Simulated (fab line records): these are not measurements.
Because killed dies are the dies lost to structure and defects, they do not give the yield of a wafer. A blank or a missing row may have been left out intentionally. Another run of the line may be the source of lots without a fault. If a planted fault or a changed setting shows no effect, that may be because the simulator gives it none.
What tool caused it? :: flow nand harc :: Sampling: 24 lots, 72 wafers, 5 of 1159 route steps

== WHAT THE GAUGES SHOWED, per wafer ==
NHARC_P_CONTACT_CD_MEAS_12 targets a cd of 90 nm. Usual: cd nm at 90.1 nm, with a standard deviation of 0.67.
lot: L074
measured: day 5 16:35
on: cd sem-01
cd nm (nm): 89.7 90.3 90.0
flag: 

lot: L075
measured: day 6 00:35
on: cd sem-02
cd nm (nm): 90.8 90.2 91.1
flag: 

lot: L076
measured: day 5 23:16
on: cd sem-03
cd nm (nm): 89.2 89.2 89.3
flag: 

lot: L077
measured: day 6 05:57
on: cd sem-02
cd nm (nm): 91.5 90.3 90.6
flag: 

lot: L078
measured: day 6 16:59
on: cd sem-03
cd nm (nm): 91.1 90.4 90.4
flag: 

lot: L079
measured: day 6 19:46
on: cd sem-03
cd nm (nm): 89.9 89.8 89.1
flag: 

lot: L080
measured: day 7 01:05
on: cd sem-01
cd nm (nm): 90.9 89.6 89.1
flag: 

lot: L081
measured: day 7 00:28
on: cd sem-02
cd nm (nm): 90.9 90.4 90.1
flag: 

lot: L082
measured: day 7 17:41
on: cd sem-03
cd nm (nm): 89.9 89.5 90.7
flag: 

lot: L083
measured: day 7 17:20
on: cd sem-01
cd nm (nm): 89.4 91.1 91.0
flag: 

lot: L084
measured: day 8 03:24
on: cd sem-03
cd nm (nm): 90.5 89.7 89.7
flag: 

lot: L085
measured: day 8 02:40
on: cd sem-02
cd nm (nm): 89.8 90.3 89.2
flag: 

lot: L086
measured: day 8 18:30
on: cd sem-01
cd nm (nm): 89.0 90.5 89.7
flag: 

lot: L087
measured: day 8 18:56
on: cd sem-01
cd nm (nm): 91.5 91.2 91.3
flag: 

lot: L088
measured: day 9 05:03
on: cd sem-02
cd nm (nm): 89.2 89.5 89.7
flag: 

lot: L089
measured: day 9 11:44
on: cd sem-02
cd nm (nm): 89.4 89.9 89.5
flag: 

lot: L090
measured: day 9 12:49
on: cd sem-03
cd nm (nm): 89.7 88.6 89.3
flag: 

lot: L091
measured: day 9 20:58
on: cd sem-03
cd nm (nm): 90.6 89.7 90.5
flag: 

lot: L092
measured: day 10 06:56
on: cd sem-02
cd nm (nm): 88.7 89.6 88.6
flag: 

lot: L093
measured: day 10 08:53
on: cd sem-02
cd nm (nm): 90.8 90.3 89.9
flag: 

lot: L094
measured: day 10 14:50
on: cd sem-02
cd nm (nm): 89.4 90.0 90.1
flag: 

lot: L095
measured: day 10 20:07
on: cd sem-02
cd nm (nm): 89.8 89.7 90.3
flag: 

lot: L096
measured: day 11 02:00
on: cd sem-02
cd nm (nm): 90.0 90.1 90.8
flag: 

lot: L097
measured: day 11 20:09
on: cd sem-01
cd nm (nm): 90.0 90.5 90.9
flag: 

NHARC_P_CONTACT_INSPECT_14. Usual: raw defect count at 4.1, with a standard deviation of 2.5.
lot: L074
measured: day 5 16:43
on: defect inspect-01
raw defect count: 5 3 3
flag: 

lot: L075
measured: day 6 00:43
on: defect inspect-02
raw defect count: 2 3 7
flag: 

lot: L076
measured: day 5 23:23
on: defect inspect-01
raw defect count: 6 3 0
flag: 

lot: L077
measured: day 6 06:04
on: defect inspect-01
raw defect count: 2 3 3
flag: 

lot: L078
measured: day 6 17:07
on: defect inspect-01
raw defect count: 5 3 7
flag: 

lot: L079
measured: day 6 19:53
on: defect inspect-02
raw defect count: 3 4 4
flag: 

lot: L080
measured: day 7 01:13
on: defect inspect-02
raw defect count: 3 3 7
flag: 

lot: L081
measured: day 7 00:35
on: defect inspect-01
raw defect count: 3 3 6
flag: 

lot: L082
measured: day 7 17:48
on: defect inspect-02
raw defect count: 11 4 13
flag: 

lot: L083
measured: day 7 17:28
on: defect inspect-01
raw defect count: 3 8 4
flag: 

lot: L084
measured: day 8 03:32
on: defect inspect-01
raw defect count: 4 3 1
flag: 

lot: L085
measured: day 8 02:47
on: defect inspect-02
raw defect count: 8 4 4
flag: 

lot: L086
measured: day 8 18:37
on: defect inspect-01
raw defect count: 3 5 4
flag: 

lot: L087
measured: day 8 19:03
on: defect inspect-01
raw defect count: 2 4 2
flag: 

lot: L088
measured: day 9 05:11
on: defect inspect-02
raw defect count: 10 8 4
flag: 

lot: L089
measured: day 9 11:52
on: defect inspect-01
raw defect count: 4 0 4
flag: 

lot: L090
measured: day 9 12:57
on: defect inspect-01
raw defect count: 2 1 7
flag: 

lot: L091
measured: day 9 21:05
on: defect inspect-01
raw defect count: 6 9 4
flag: 

lot: L092
measured: day 10 07:03
on: defect inspect-02
raw defect count: 3 3 2
flag: 

lot: L093
measured: day 10 09:01
on: defect inspect-02
raw defect count: 6 6 4
flag: 

lot: L094
measured: day 10 14:58
on: defect inspect-02
raw defect count: 5 4 2
flag: 

lot: L095
measured: day 10 20:14
on: defect inspect-01
raw defect count: 2 5 6
flag: 

lot: L096
measured: day 11 02:07
on: defect inspect-02
raw defect count: 3 6 10
flag: 

lot: L097
measured: day 11 20:17
on: defect inspect-01
raw defect count: 6 1 2
flag: 

NHARC_P_CONTACT_CD_MEAS_19. Usual: cd nm at 90.0 nm, with a standard deviation of 1.9.
lot: L074
measured: day 5 17:38
on: cd sem-01
cd nm (nm): 90.8 88.7 88.4
flag: 

lot: L075
measured: day 6 01:38
on: cd sem-01
cd nm (nm): 87.6 89.9 90.2
flag: 

lot: L076
measured: day 6 00:19
on: cd sem-02
cd nm (nm): 86.4 89.5 87.6
flag: 

lot: L077
measured: day 6 07:00
on: cd sem-02
cd nm (nm): 93.4 91.5 92.7
flag: 

lot: L078
measured: day 6 18:07
on: cd sem-01
cd nm (nm): 89.6 93.7 89.0
flag: 

lot: L079
measured: day 6 20:49
on: cd sem-03
cd nm (nm): 89.0 90.2 89.6
flag: 

lot: L080
measured: day 7 02:09
on: cd sem-03
cd nm (nm): 94.4 90.7 91.9
flag: 

lot: L081
measured: day 7 01:32
on: cd sem-03
cd nm (nm): 89.7 87.7 87.8
flag: 

lot: L082
measured: day 7 18:46
on: cd sem-02
cd nm (nm): 92.6 89.0 92.2
flag: 

lot: L083
measured: day 7 18:24
on: cd sem-03
cd nm (nm): 87.1 92.6 91.5
flag: 

lot: L084
measured: day 8 04:46
on: cd sem-03
cd nm (nm): 90.9 91.5 91.3
flag: 

lot: L085
measured: day 8 03:43
on: cd sem-03
cd nm (nm): 88.7 85.9 86.8
flag: 

lot: L086
measured: day 8 19:42
on: cd sem-01
cd nm (nm): 91.8 93.1 89.2
flag: 

lot: L087
measured: day 8 20:02
on: cd sem-03
cd nm (nm): 89.6 87.6 86.6
flag: 

lot: L088
measured: day 9 06:07
on: cd sem-03
cd nm (nm): 89.7 90.8 90.6
flag: 

lot: L089
measured: day 9 12:48
on: cd sem-02
cd nm (nm): 90.4 91.4 90.6
flag: 

lot: L090
measured: day 9 13:58
on: cd sem-03
cd nm (nm): 93.1 88.6 91.2
flag: 

lot: L091
measured: day 9 22:01
on: cd sem-01
cd nm (nm): 91.9 93.2 92.9
flag: 

lot: L092
measured: day 10 07:59
on: cd sem-03
cd nm (nm): 88.0 89.2 88.8
flag: 

lot: L093
measured: day 10 10:04
on: cd sem-01
cd nm (nm): 88.3 91.1 89.7
flag: 

lot: L094
measured: day 10 15:54
on: cd sem-01
cd nm (nm): 88.7 89.5 88.0
flag: 

lot: L095
measured: day 10 21:19
on: cd sem-02
cd nm (nm): 90.4 89.1 88.0
flag: 

lot: L096
measured: day 11 03:13
on: cd sem-03
cd nm (nm): 88.9 88.9 88.6
flag: 

lot: L097
measured: day 11 21:13
on: cd sem-03
cd nm (nm): 92.3 89.4 92.5
flag: 

== TOOL THAT RAN EACH LOT (tool first, then ch and the chambers of the sampled wafers, then the start) ==
lot: L074
NHARC_P_ZERO_WELL_DESCUM_39: rie diel-07 ch 0,1,2, day 1 16:18
NHARC_P_ZERO_WELL_RTA_42: rtp anneal-02 ch 0, day 1 18:57

lot: L075
NHARC_P_ZERO_WELL_DESCUM_39: rie diel-07 ch 0,1,2, day 1 22:40
NHARC_P_ZERO_WELL_RTA_42: rtp anneal-02 ch 0, day 2 01:22

lot: L076
NHARC_P_ZERO_WELL_DESCUM_39: rie diel-07 ch 2,3, day 2 04:51
NHARC_P_ZERO_WELL_RTA_42: rtp anneal-01 ch 0, day 2 07:27

lot: L077
NHARC_P_ZERO_WELL_DESCUM_39: rie diel-11 ch 0,1, day 2 10:14
NHARC_P_ZERO_WELL_RTA_42: rtp anneal-01 ch 0, day 2 12:44

lot: L078
NHARC_P_ZERO_WELL_DESCUM_39: rie diel-07 ch 1,2,3, day 2 16:16
NHARC_P_ZERO_WELL_RTA_42: rtp anneal-01 ch 0, day 2 19:08

lot: L079
NHARC_P_ZERO_WELL_DESCUM_39: rie diel-07 ch 0,1,2, day 2 22:17
NHARC_P_ZERO_WELL_RTA_42: rtp anneal-01 ch 0, day 3 00:48

lot: L080
NHARC_P_ZERO_WELL_DESCUM_39: rie diel-01 ch 0,2,3, day 3 04:22
NHARC_P_ZERO_WELL_RTA_42: rtp anneal-02 ch 0, day 3 07:19

lot: L081
NHARC_P_ZERO_WELL_DESCUM_39: rie diel-11 ch 0,1,2, day 3 10:25
NHARC_P_ZERO_WELL_RTA_42: rtp anneal-01 ch 0, day 3 12:54

lot: L082
NHARC_P_ZERO_WELL_DESCUM_39: rie diel-11 ch 1,2,3, day 3 16:28
NHARC_P_ZERO_WELL_RTA_42: rtp anneal-01 ch 0, day 3 19:13

lot: L083
NHARC_P_ZERO_WELL_DESCUM_39: rie diel-01 ch 0,2,3, day 3 22:10
NHARC_P_ZERO_WELL_RTA_42: rtp anneal-01 ch 0, day 4 00:38

lot: L084
NHARC_P_ZERO_WELL_DESCUM_39: rie diel-11 ch 0,2,3, day 4 04:10
NHARC_P_ZERO_WELL_RTA_42: rtp anneal-01 ch 0, day 4 06:51

lot: L085
NHARC_P_ZERO_WELL_DESCUM_39: rie diel-07 ch 0,3, day 4 10:25
NHARC_P_ZERO_WELL_RTA_42: rtp anneal-02 ch 0, day 4 13:08

lot: L086
NHARC_P_ZERO_WELL_DESCUM_39: rie diel-07 ch 0,2,3, day 4 16:17
NHARC_P_ZERO_WELL_RTA_42: rtp anneal-01 ch 0, day 4 19:00

lot: L087
NHARC_P_ZERO_WELL_DESCUM_39: rie diel-01 ch 0,2, day 4 22:25
NHARC_P_ZERO_WELL_RTA_42: rtp anneal-02 ch 0, day 5 01:12

lot: L088
NHARC_P_ZERO_WELL_DESCUM_39: rie diel-07 ch 0,1,3, day 5 04:20
NHARC_P_ZERO_WELL_RTA_42: rtp anneal-02 ch 0, day 5 07:07

lot: L089
NHARC_P_ZERO_WELL_DESCUM_39: rie diel-07 ch 2,3, day 5 10:26
NHARC_P_ZERO_WELL_RTA_42: rtp anneal-01 ch 0, day 5 13:02

lot: L090
NHARC_P_ZERO_WELL_DESCUM_39: rie diel-07 ch 0,1,3, day 5 16:10
NHARC_P_ZERO_WELL_RTA_42: rtp anneal-01 ch 0, day 5 18:45

lot: L091
NHARC_P_ZERO_WELL_DESCUM_39: rie diel-01 ch 2,3, day 5 22:28
NHARC_P_ZERO_WELL_RTA_42: rtp anneal-01 ch 0, day 6 01:25

lot: L092
NHARC_P_ZERO_WELL_DESCUM_39: rie diel-07 ch 2,3, day 6 04:17
NHARC_P_ZERO_WELL_RTA_42: rtp anneal-02 ch 0, day 6 06:53

lot: L093
NHARC_P_ZERO_WELL_DESCUM_39: rie diel-01 ch 2,3, day 6 10:16
NHARC_P_ZERO_WELL_RTA_42: rtp anneal-01 ch 0, day 6 12:47

lot: L094
NHARC_P_ZERO_WELL_DESCUM_39: rie diel-07 ch 0,1,2, day 6 16:24
NHARC_P_ZERO_WELL_RTA_42: rtp anneal-01 ch 0, day 6 19:11

lot: L095
NHARC_P_ZERO_WELL_DESCUM_39: rie diel-07 ch 0,1,3, day 6 22:35
NHARC_P_ZERO_WELL_RTA_42: rtp anneal-02 ch 0, day 7 01:22

lot: L096
NHARC_P_ZERO_WELL_DESCUM_39: rie diel-11 ch 0,3, day 7 04:19
NHARC_P_ZERO_WELL_RTA_42: rtp anneal-02 ch 0, day 7 07:19

lot: L097
NHARC_P_ZERO_WELL_DESCUM_39: rie diel-01 ch 0,1,2, day 7 10:13
NHARC_P_ZERO_WELL_RTA_42: rtp anneal-01 ch 0, day 7 13:06
- NHARC_P_ZERO_WELL_DESCUM_39: chemistry O2, time 3 s.
- NHARC_P_ZERO_WELL_RTA_42: time 300 s.

== AS READ BY THE TOOLS THEMSELVES (means over the sampled wafers that have a number; for cases with no such wafer, the mark the record gives instead) ==
NHARC_P_ZERO_WELL_DESCUM_39. Usual: chamber pressure mTorr 60.00 mTorr, standard deviation 0.053; drypump motor current A 5.8 A, standard deviation 0.39; oes product au 1.001 a.u., standard deviation 0.0092; rf vpp V 57.9 V, standard deviation 0.87; showerhead plenum p Torr 1.96 Torr, standard deviation 0.06; throttle valve pct 11.313 %, standard deviation 0.0099.
lot: L074
tool: rie diel-07
chamber pressure mTorr (mTorr): 60.07
drypump motor current A (A): 5.4
oes product au (a.u.): 1.002
rf vpp V (V): 58.6
showerhead plenum p Torr (Torr): 1.99
throttle valve pct (%): 11.317
flag: 

lot: L075
tool: rie diel-07
chamber pressure mTorr (mTorr): 60.00
drypump motor current A (A): 5.4
oes product au (a.u.): 1.000
rf vpp V (V): 57.0
showerhead plenum p Torr (Torr): 1.99
throttle valve pct (%): 11.307
flag: 

lot: L076
tool: rie diel-07
chamber pressure mTorr (mTorr): 60.01
drypump motor current A (A): 6.1
oes product au (a.u.): 1.002
rf vpp V (V): 58.0
showerhead plenum p Torr (Torr): 1.93
throttle valve pct (%): 11.318
flag: 

lot: L077
tool: rie diel-11
chamber pressure mTorr (mTorr): 60.01
drypump motor current A (A): 6.0
oes product au (a.u.): 0.998
rf vpp V (V): 58.0
showerhead plenum p Torr (Torr): 1.97
throttle valve pct (%): 11.321
flag: 

lot: L078
tool: rie diel-07
chamber pressure mTorr (mTorr): 60.01
drypump motor current A (A): 5.7
oes product au (a.u.): 0.998
rf vpp V (V): 57.8
showerhead plenum p Torr (Torr): 1.98
throttle valve pct (%): 11.318
flag: 

lot: L079
tool: rie diel-07
chamber pressure mTorr (mTorr): 60.00
drypump motor current A (A): 5.4
oes product au (a.u.): 0.991
rf vpp V (V): 57.6
showerhead plenum p Torr (Torr): 1.99
throttle valve pct (%): 11.318
flag: 

lot: L080
tool: rie diel-01
chamber pressure mTorr (mTorr): 60.00
drypump motor current A (A): 5.9
oes product au (a.u.): 0.997
rf vpp V (V): 58.6
showerhead plenum p Torr (Torr): 1.92
throttle valve pct (%): 11.313
flag: 

lot: L081
tool: rie diel-11
chamber pressure mTorr (mTorr): 60.01
drypump motor current A (A): 6.2
oes product au (a.u.): 1.005
rf vpp V (V): 57.7
showerhead plenum p Torr (Torr): 1.94
throttle valve pct (%): 11.316
flag: 

lot: L082
tool: rie diel-11
chamber pressure mTorr (mTorr): 59.99
drypump motor current A (A): 6.1
oes product au (a.u.): 0.994
rf vpp V (V): 58.4
showerhead plenum p Torr (Torr): 1.94
throttle valve pct (%): 11.315
flag: 

lot: L083
tool: rie diel-01
chamber pressure mTorr (mTorr): 60.03
drypump motor current A (A): 5.9
oes product au (a.u.): 1.005
rf vpp V (V): 58.6
showerhead plenum p Torr (Torr): 1.92
throttle valve pct (%): 11.314
flag: 

lot: L084
tool: rie diel-11
chamber pressure mTorr (mTorr): 59.98
drypump motor current A (A): 6.1
oes product au (a.u.): 1.004
rf vpp V (V): 58.1
showerhead plenum p Torr (Torr): 1.95
throttle valve pct (%): 11.316
flag: 

lot: L085
tool: rie diel-07
chamber pressure mTorr (mTorr): 59.96
drypump motor current A (A): 6.1
oes product au (a.u.): 0.995
rf vpp V (V): 57.9
showerhead plenum p Torr (Torr): 1.93
throttle valve pct (%): 11.309
flag: 

lot: L086
tool: rie diel-07
chamber pressure mTorr (mTorr): 60.04
drypump motor current A (A): 5.8
oes product au (a.u.): 1.003
rf vpp V (V): 57.3
showerhead plenum p Torr (Torr): 1.94
throttle valve pct (%): 11.317
flag: 

lot: L087
tool: rie diel-01
chamber pressure mTorr (mTorr): 60.00
drypump motor current A (A): 6.0
oes product au (a.u.): 1.000
rf vpp V (V): 57.0
showerhead plenum p Torr (Torr): 1.87
throttle valve pct (%): 11.310
flag: 

lot: L088
tool: rie diel-07
chamber pressure mTorr (mTorr): 60.03
drypump motor current A (A): 5.7
oes product au (a.u.): 1.004
rf vpp V (V): 58.5
showerhead plenum p Torr (Torr): 1.97
throttle valve pct (%): 11.314
flag: 

lot: L089
tool: rie diel-07
chamber pressure mTorr (mTorr): 59.96
drypump motor current A (A): 5.9
oes product au (a.u.): 1.000
rf vpp V (V): 58.2
showerhead plenum p Torr (Torr): 1.95
throttle valve pct (%): 11.310
flag: 

lot: L090
tool: rie diel-07
chamber pressure mTorr (mTorr): 60.05
drypump motor current A (A): 5.6
oes product au (a.u.): 0.994
rf vpp V (V): 57.8
showerhead plenum p Torr (Torr): 1.97
throttle valve pct (%): 11.315
flag: 

lot: L091
tool: rie diel-01
chamber pressure mTorr (mTorr): 59.96
drypump motor current A (A): 5.8
oes product au (a.u.): 1.004
rf vpp V (V): 58.5
showerhead plenum p Torr (Torr): 1.98
throttle valve pct (%): 11.304
flag: 

lot: L092
tool: rie diel-07
chamber pressure mTorr (mTorr): 60.00
drypump motor current A (A): 6.1
oes product au (a.u.): 0.998
rf vpp V (V): 58.0
showerhead plenum p Torr (Torr): 1.93
throttle valve pct (%): 11.313
flag: 

lot: L093
tool: rie diel-01
chamber pressure mTorr (mTorr): 59.95
drypump motor current A (A): 5.9
oes product au (a.u.): 1.002
rf vpp V (V): 57.7
showerhead plenum p Torr (Torr): 1.98
throttle valve pct (%): 11.311
flag: 

lot: L094
tool: rie diel-07
chamber pressure mTorr (mTorr): 60.03
drypump motor current A (A): 5.4
oes product au (a.u.): 1.005
rf vpp V (V): 58.3
showerhead plenum p Torr (Torr): 1.98
throttle valve pct (%): 11.306
flag: 

lot: L095
tool: rie diel-07
chamber pressure mTorr (mTorr): 60.05
drypump motor current A (A): 5.6
oes product au (a.u.): 0.995
rf vpp V (V): 58.3
showerhead plenum p Torr (Torr): 1.97
throttle valve pct (%): 11.323
flag: 

lot: L096
tool: rie diel-11
chamber pressure mTorr (mTorr): 60.00
drypump motor current A (A): 5.9
oes product au (a.u.): 0.997
rf vpp V (V): 57.7
showerhead plenum p Torr (Torr): 1.98
throttle valve pct (%): 11.306
flag: 

lot: L097
tool: rie diel-01
chamber pressure mTorr (mTorr): 60.01
drypump motor current A (A): 6.1
oes product au (a.u.): 1.003
rf vpp V (V): 57.8
showerhead plenum p Torr (Torr): 1.95
throttle valve pct (%): 11.314
flag: 

NHARC_P_ZERO_WELL_RTA_42. Usual: lamp power pct 40.0 %, standard deviation 1.6; wafer_temp_C_max 1107.0, standard deviation 1.5.
lot: L074
tool: rtp anneal-02
lamp power pct (%): 38.0
wafer_temp_C_max: 1107.0
flag: 

lot: L075
tool: rtp anneal-02
lamp power pct (%): 37.9
wafer_temp_C_max: 1104.7
flag: 

lot: L076
tool: rtp anneal-01
lamp power pct (%): 41.2
wafer_temp_C_max: 1107.1
flag: 

lot: L077
tool: rtp anneal-01
lamp power pct (%): 41.1
wafer_temp_C_max: 1108.9
flag: 

lot: L078
tool: rtp anneal-01
lamp power pct (%): 41.2
wafer_temp_C_max: 1107.1
flag: 

lot: L079
tool: rtp anneal-01
lamp power pct (%): 41.2
wafer_temp_C_max: 1108.7
flag: 

lot: L080
tool: rtp anneal-02
lamp power pct (%): 37.9
wafer_temp_C_max: 1105.9
flag: 

lot: L081
tool: rtp anneal-01
lamp power pct (%): 41.3
wafer_temp_C_max: 1109.1
flag: 

lot: L082
tool: rtp anneal-01
lamp power pct (%): 41.1
wafer_temp_C_max: 1107.7
flag: 

lot: L083
tool: rtp anneal-01
lamp power pct (%): 41.2
wafer_temp_C_max: 1106.5
flag: 

lot: L084
tool: rtp anneal-01
lamp power pct (%): 41.1
wafer_temp_C_max: 1107.4
flag: 

lot: L085
tool: rtp anneal-02
lamp power pct (%): 38.0
wafer_temp_C_max: 1105.3
flag: 

lot: L086
tool: rtp anneal-01
lamp power pct (%): 41.1
wafer_temp_C_max: 1106.3
flag: 

lot: L087
tool: rtp anneal-02
lamp power pct (%): 37.9
wafer_temp_C_max: 1106.7
flag: 

lot: L088
tool: rtp anneal-02
lamp power pct (%): 37.9
wafer_temp_C_max: 1106.8
flag: 

lot: L089
tool: rtp anneal-01
lamp power pct (%): 41.2
wafer_temp_C_max: 1105.9
flag: 

lot: L090
tool: rtp anneal-01
lamp power pct (%): 41.2
wafer_temp_C_max: 1107.0
flag: 

lot: L091
tool: rtp anneal-01
lamp power pct (%): 41.2
wafer_temp_C_max: 1106.7
flag: 

lot: L092
tool: rtp anneal-02
lamp power pct (%): 37.9
wafer_temp_C_max: 1105.5
flag: 

lot: L093
tool: rtp anneal-01
lamp power pct (%): 41.2
wafer_temp_C_max: 1107.5
flag: 

lot: L094
tool: rtp anneal-01
lamp power pct (%): 41.2
wafer_temp_C_max: 1107.2
flag: 

lot: L095
tool: rtp anneal-02
lamp power pct (%): 37.9
wafer_temp_C_max: 1105.9
flag: 

lot: L096
tool: rtp anneal-02
lamp power pct (%): 38.0
wafer_temp_C_max: 1106.6
flag: 

lot: L097
tool: rtp anneal-01
lamp power pct (%): 41.1
wafer_temp_C_max: 1107.3
flag: 

== THE ANSWER, worked out from the rows above alone ==
Rule: take the mean of a lot's wafers that have a number; if it is more than 3 standard deviations from the usual mean, the lot is off. Also off: a lot with no number at a reading for which 4 or more lots have one. Any other lot the step has rows for is counted as sound. The gauges are gone through in route order, then the tools' own readings, and for those a lot's mean is taken as printed above. The first step at which some lot is off is used, and at that step the reading that is off furthest; a lot without a number counts as furthest.
No lot is off on any of the readings shown, so nothing can be concluded from this.

== WHAT THE SIMULATOR HAD PUT IN ==
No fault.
